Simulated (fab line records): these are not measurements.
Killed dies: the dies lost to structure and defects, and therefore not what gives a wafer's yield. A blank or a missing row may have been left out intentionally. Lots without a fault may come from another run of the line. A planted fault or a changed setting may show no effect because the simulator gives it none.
fab line records	flow nand-harc
record: lots: 11	wafers: 33	last-day: 24
route steps=1159 shown A_M0@1011 A_M1@1044 END@1159
lots with no fault: from the same line, run without faults
start-h: the number of hours between the record's first day and the start of the first shown wafer of the lot	wait-h: hours elapsed since this lot's preceding step	" identical to the entry in the row above	L1.1+2: a row that stands for several wafers	- no value present, or no start provided	* or withheld: withheld	< > ~ a bound
route shown NAME@n: a module of which the file shows steps, and the number in the route of the first	usual: average and standard deviation across the fault-free wafers	same: alike in all rows	chamber/n: place in a boat	sites: each site's reading	_std_site: standard deviation across them	_edge_site: outer sites' mean less inner sites'	radius-mm: how far each site lies from the wafer's centre	mask NAME#n: copy n	behind: the tool/chamber that last shaped the wafer	hold: the reason the lot was held/the length of the hold in hours/how it ended	device: names the non-switching transistor (n, p or np)	end of line: the tests these same wafers got at the end of their route	a step with no rows: only its recipe	killed: dies that structure and defects cost at the first sort, which is not the same as the wafer's yield	map: per-die view of a wafer (x killed, . not killed, _ where there is no die)
set.NAME: the setting that was run; set.NAME@STEP: the one run at that earlier step	model.NAME: the simulator's own value behind a step, which no gauge read
a sample of lots followed through the steps of the route, with each step as a table and each wafer as a row
services: from which hour (start-h, from the record's first day; less than 0 if before it) a tool's chamber was out of use, for how many hours, and why
== steps ==
step: NHARC_A_M0_STRIP_18
recipe: power-w: 1000	n2-flow-sccm: 150	h2-flow-sccm: 150	ar-flow-sccm: 0	bias-w: 0	chemistry: N2/H2
usual: drypump-motor-current-A: 5.6/0.4	oes-product-au: 0.998/0.0097	rf-vpp-V: 90.7/0.89	showerhead-plenum-p-Torr: 2.06/0.087	throttle-valve-pct: 14.171/0.0085
lot.wafer	tool	chamber	start-h	wait-h	drypump-motor-current-A	oes-product-au	rf-hours-counter-h	rf-vpp-V	showerhead-plenum-p-Torr	throttle-valve-pct
L188.2	rie-diel-02	3	400.89	0.1	5.8	0.992	5	91.2	2.20	14.168
L188.5	"	1	"	"	5.8	0.998	-	90.0	1.99	14.162
L188.6	"	2	"	"	5.7	1.009	-	90.9	2.18	14.177
L189.1	rie-diel-04	1	412.67	0.1	5.3	1.016	9	90.8	2.01	14.176
L189.6	"	3	"	"	5.2	0.995	-	89.8	2.05	14.184
L189.5	"	0	"	"	5.4	1.008	-	92.4	2.18	14.179
L192.1	rie-diel-04	0	413.05	0.1	5.4	1.002	10	90.7	2.18	14.170
L192.6	"	0	"	"	5.4	0.998	-	91.8	2.18	14.176
L192.5	"	1	"	"	5.3	0.997	-	89.7	2.01	14.184
L190.2	rie-diel-02	2	417.79	0.1	5.7	1.024	6	91.9	2.18	14.165
L190.4	"	0	"	"	5.5	1.006	7	91.7	1.99	14.177
L190.6	"	3	"	"	5.8	0.992	-	91.6	2.20	14.182
L195.1	rie-diel-04	3	445.34	0.1	5.2	0.999	11	90.1	2.05	14.167
L195.4	"	0	"	"	5.4	0.999	13	90.7	2.18	14.180
L195.6	"	1	"	"	5.3	1.016	-	90.9	2.01	14.166
L198.3	rie-diel-04	0	459.18	0.1	5.3	0.993	15	92.4	2.18	14.171
L198.2	"	1	"	"	5.2	1.013	13	89.9	2.01	14.163
L198.5	"	0	"	"	5.4	1.004	-	91.7	2.18	14.177
L196.1	rie-diel-07	1	459.70	0.1	5.3	1.010	3	89.8	2.05	14.155
L196.4	"	3	"	"	5.6	0.996	3	90.3	2.04	14.158
L196.6	"	1	"	"	5.3	1.002	-	90.1	2.05	14.164
L202.4	rie-diel-07	0	493.52	0.1	6.1	0.980	5	89.1	1.91	14.184
L202.1	"	1	"	"	5.3	1.004	5	91.0	2.05	14.167
L202.2	"	2	"	"	5.3	0.993	6	91.5	1.99	14.173
L205.1	rie-diel-02	3	514.31	0.1	5.8	0.985	0	91.0	2.20	14.158
L205.6	"	1	"	"	5.8	1.008	-	90.4	1.99	14.172
L205.5	"	2	"	"	5.8	0.988	-	91.3	2.17	14.182
L209.1	rie-diel-02	2	529.68	0.1	5.7	1.002	2	91.0	2.17	14.160
L209.2	"	3	"	"	5.8	0.996	2	92.2	2.20	14.156
L209.3	"	1	"	"	5.8	1.009	1	91.8	1.99	14.168
L211.3	rie-diel-07	2	543.24	0.1	5.4	0.979	9	90.6	1.99	14.174
L211.1	"	3	"	"	5.6	0.982	9	91.1	2.03	14.165
L211.5	"	0	"	"	6.1	0.985	-	89.4	1.91	14.159
step: NHARC_A_M1_ETCH_28
recipe: target-depth-a: 300	over-etch-frac: 0.3	time-s: 72.99	ion-energy-ev: 150	cf4-flow-sccm: 50	n2-flow-sccm: 100	ar-flow-sccm: 150	rf-w: 300	bias-w: 100	chemistry: CF4/N2
usual: drypump-motor-current-A: 6.0/0.35	oes-product-au: 1.004/0.009	rf-vpp-V: 314.0/1.7	showerhead-plenum-p-Torr: 2.61/0.081	throttle-valve-pct: 19.795/0.0094
lot.wafer	tool	chamber	start-h	wait-h	drypump-motor-current-A	oes-product-au	rf-hours-counter-h	rf-vpp-V	showerhead-plenum-p-Torr	throttle-valve-pct
L188.2	rie-diel-06	3	405.42	-	5.9	1.004	13	316.4	2.71	19.783
L188.5	"	1	"	"	5.2	1.001	-	309.6	2.45	19.781
L188.6	"	2	"	"	5.7	1.005	-	313.2	2.55	19.810
L189.1	rie-diel-11	1	416.90	-	6.1	0.984	3	316.0	2.71	19.792
L189.6	"	0	"	"	6.3	1.011	-	314.9	2.62	19.794
L189.5	"	1	"	"	6.1	0.998	-	316.1	2.72	19.797
L192.1	rie-diel-01	0	417.45	-	5.9	0.997	2	313.3	2.60	19.789
L192.6	"	3	"	"	6.5	1.000	-	312.9	2.57	19.795
L192.5	"	0	"	"	5.9	0.997	-	313.9	2.60	19.798
L190.4	rie-diel-11	1	422.17	-	6.1	0.992	3	315.4	2.71	19.794
L190.2	"	0	"	"	6.3	1.002	3	314.1	2.62	19.791
L190.6	"	1	"	"	6.1	0.999	-	315.6	2.71	19.795
L195.1	rie-diel-01	2	449.59	-	5.8	0.975	3	311.5	2.46	19.773
L195.6	"	0	"	"	5.9	1.012	-	313.4	2.60	19.785
L195.4	"	2	"	"	5.7	0.987	-	312.1	2.46	19.805
L198.3	rie-diel-01	0	463.57	-	5.9	0.998	4	313.4	2.60	19.802
L198.2	"	2	"	"	5.8	0.991	4	312.0	2.46	19.799
L198.5	"	1	"	"	5.8	1.011	-	313.5	2.56	19.799
L196.4	rie-diel-11	1	463.86	-	6.0	0.996	6	315.9	2.71	19.802
L196.1	"	3	"	"	5.6	1.009	5	314.3	2.62	19.815
L196.6	"	1	"	"	6.1	1.000	-	314.4	2.71	19.790
L202.1	rie-diel-06	2	498.18	-	5.8	0.995	7	314.7	2.55	19.786
L202.2	"	3	"	"	5.9	0.999	6	315.8	2.71	19.798
L202.4	"	2	"	"	5.8	1.001	-	311.9	2.55	19.792
L205.1	rie-diel-01	1	518.85	-	5.8	1.003	1	311.3	2.56	19.798
L205.6	"	3	"	"	6.5	1.009	-	311.4	2.57	19.791
L205.5	"	0	"	"	5.9	0.876	-	314.0	2.60	19.806
L209.1	rie-diel-11	2	534.07	-	6.2	1.016	10	317.1	2.72	19.803
L209.2	"	3	"	"	5.6	1.006	9	315.2	2.62	19.805
L209.3	"	0	"	"	6.3	1.012	11	315.7	2.62	19.795
L211.1	rie-diel-06	2	547.52	-	5.8	1.010	10	312.8	2.54	19.797
L211.3	"	1	"	"	5.2	1.015	10	312.2	2.44	19.784
L211.5	"	3	"	"	5.9	0.992	-	315.0	2.71	19.798
step: NHARC_A_M1_PRE_CLEAN_30
recipe: time-s: 30	temp-c: 280	gas: H2/He
usual: heater-power-w: 426/48
lot.wafer	tool	chamber	start-h	wait-h	heater-power-w
L188.2	pvd-sputter-02	-	-	-	423
L188.6	"	-	"	"	495
L188.5	"	-	"	"	474
L189.1	pvd-sputter-02	-	-	-	448
L189.5	"	-	"	"	428
L189.6	"	-	"	"	408
L192.1	pvd-sputter-03	-	-	-	349
L192.6	"	-	"	"	426
L192.5	"	-	"	"	474
L190.4	pvd-sputter-01	-	-	-	326
L190.2	"	-	"	"	398
L190.6	"	-	"	"	369
L195.4	pvd-sputter-01	-	-	-	375
L195.1	"	-	"	"	407
L195.6	"	-	"	"	371
L198.3	pvd-sputter-02	-	-	-	487
L198.2	"	-	"	"	407
L198.5	"	-	"	"	480
L196.1	pvd-sputter-01	-	-	-	436
L196.4	"	-	"	"	376
L196.6	"	-	"	"	345
L202.1	pvd-sputter-03	-	-	-	423
L202.4	"	-	"	"	502
L202.2	"	-	"	"	469
L205.1	pvd-sputter-02	-	-	-	432
L205.5	"	-	"	"	484
L205.6	"	-	"	"	473
L209.2	pvd-sputter-01	-	-	-	464
L209.1	"	-	"	"	380
L209.3	"	-	"	"	339
L211.3	pvd-sputter-03	-	-	-	358
L211.1	"	-	"	"	414
L211.5	"	-	"	"	352
step: NHARC_A_M1_PRE_CLEAN_32
recipe: time-s: 12	temp-c: 370	rf-power-w: 300	gas: NH3
usual: heater-power-w: 649/71
lot.wafer	tool	chamber	start-h	wait-h	heater-power-w
L188.2	pecvd-04	0	407.44	0.1	667
L188.6	"	2	"	"	569
L188.5	"	0	"	"	668
L189.1	pecvd-02	1	418.93	0.1	724
L189.5	"	1	"	"	725
L189.6	"	0	"	"	657
L192.1	pecvd-02	2	419.47	0.1	746
L192.6	"	0	"	"	658
L192.5	"	1	"	"	688
L190.2	pecvd-02	1	424.20	0.1	655
L190.6	"	0	"	"	696
L190.4	"	1	"	"	669
L195.1	pecvd-04	1	451.67	0.1	616
L195.6	"	2	"	"	525
L195.4	"	1	"	"	627
L198.3	pecvd-02	0	465.62	0.1	694
L198.2	"	1	"	"	719
L198.5	"	2	"	"	634
L196.1	pecvd-01	2	466.04	0.1	597
L196.4	"	2	"	"	577
L196.6	"	0	"	"	744
L202.1	pecvd-04	0	500.43	0.1	611
L202.2	"	1	"	"	595
L202.4	"	1	"	"	604
L205.1	pecvd-01	1	521.31	0.1	656
L205.6	"	2	"	"	528
L205.5	"	0	"	"	725
L209.1	pecvd-01	2	536.61	0.2	563
L209.3	"	0	"	"	714
L209.2	"	1	"	"	655
L211.3	pecvd-01	1	549.66	0.1	683
L211.1	"	2	"	"	567
L211.5	"	0	"	"	688
step: NHARC_END_SORT_01
recipe: temp-c: 25
usual: defect-limited-yield: 95.4/1.3	killed-at-array: 27/8	killed-at-other: 0.8/1.2	killed-at-periphery: 3.3/2.3	killed-dies: 31/8.8	killed-open: 3.2/2.1	killed-short: 2.1/1.4	sort_bin_2_pct: 1.4/0.55	sort_bin_3_pct: 0.25/0.2	sort_bin_4_pct: 2.9/0.92	sort-n-pass: 646/8.8	sort-rim-yield-pct: 95.5/2.7	sort-yield-pct: 95.4/1.3
same: gross-dies: 677	sort_bin_5_pct[%]: 0	sort_bin_6_pct[%]: 0	sort_bin_7_pct[%]: 0	sort_bin_8_pct[%]: 0	sort-rim-n-gross: 106.00
lot.wafer	tool	chamber	start-h	wait-h	defect-limited-yield[%]	killed-at-array	killed-at-other	killed-at-periphery	killed-dies	killed-open	killed-short	sort_bin_2_pct[%]	sort_bin_3_pct[%]	sort_bin_4_pct[%]	sort-n-pass	sort-rim-yield-pct[%]	sort-yield-pct[%]
L192.1	prober-02	0	453.74	2.5	95.7	28	1	0	29	3	2	1.6	0	2.7	648	98.1	95.7
L192.5	prober-02	0	456.91	3.7	95.4	29	0	2	31	4	3	1.6	0.15	2.8	646	98.1	95.4
L192.6	prober-02	0	457.70	4.0	97.3	17	0	1	18	7	1	0.6	0	2.1	659	98.1	97.3
killed by level:class
L192.1 A_CHANNEL_HOLE_D1:chamber-film-flake=14 A_STAIRCASE:chamber-film-flake=8 A_ONON_D1:geometric-particle:open=2 A_WL_FILL:geometric-particle:open=1 A_CONTACT:geometric-particle:short=1 A_M0:geometric-particle:short=1 A_CONTACT:chamber-film-flake=1 THIN_TSV:chamber-film-flake=1
L192.5 A_CHANNEL_HOLE_D1:chamber-film-flake=17 A_STAIRCASE:chamber-film-flake=4 P_M2:geometric-particle:open=1 A_SOURCE_PLATE:geometric-particle:short=1 A_ONON_D1:geometric-particle:short=1 A_CHANNEL_FILL_D1:geometric-particle:open=1 A_SGD_CUT:geometric-particle:open=1 A_CONTACT:geometric-particle:short=1
L192.6 A_CHANNEL_HOLE_D1:chamber-film-flake=4 A_STAIRCASE:chamber-film-flake=4 A_CONTACT:geometric-particle:open=3 A_BLC:geometric-particle:open=2 P_CONTACT:geometric-particle:open=1 A_CONTACT:geometric-particle:short=1 A_M0:geometric-particle:open=1 A_WL_FILL:chamber-film-flake=1
== services ==
tool	chamber	start-h	hours	kind
rie-diel-02	1	385.90	7.2	repair
pvd-sputter-02	-	392.00	10.0	pm
rie-diel-04	-	393.66	0.3	repair
rie-diel-07	-	405.52	9.0	pm
pecvd-01	-	418.10	13.0	pm
rie-diel-06	-	418.65	9.0	pm
pecvd-01	0	431.98	5.9	repair
rie-diel-04	3	435.95	5.2	repair
rie-diel-01	1	445.81	4.6	repair
rie-diel-04	-	466.22	9.0	pm
rie-diel-01	1	466.63	18.2	repair
rie-diel-11	1	483.04	8.5	repair
rie-diel-01	2	484.28	4.4	repair
rie-diel-01	2	490.46	9.9	repair
rie-diel-01	-	491.85	9.0	pm
rie-diel-02	1	501.19	7.4	repair
rie-diel-01	0	503.04	8.4	repair
rie-diel-02	-	504.70	9.0	pm
rie-diel-01	2	505.01	3.8	repair
rie-diel-11	3	510.74	8.1	repair
pvd-sputter-01	-	514.04	10.0	pm
pecvd-02	-	515.13	13.0	pm
rie-diel-11	-	543.50	9.0	pm
rie-diel-01	0	547.60	2.9	repair
== key ==
first-sign: step: NHARC_A_M1_ETCH_28	reading: oes-product-au	direction: down	sigmas: 14	usual: 1.004	struck: 0.876
effect none on later readings
met-at NHARC_A_M1_ETCH_28
struck-lots L205
struck-wafers L205.5
not-acting-at NHARC_A_M0_STRIP_18,NHARC_A_M1_PRE_CLEAN_30,NHARC_A_M1_PRE_CLEAN_32
onset-between 463.57 518.85
fault: kind: process-parameter-drift	tool: rie-diel-01	chamber: 0	onset-h: 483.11	steps: NHARC_A_M1_ETCH_28	channel: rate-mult	offset: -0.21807	shape: step	end-h: 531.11
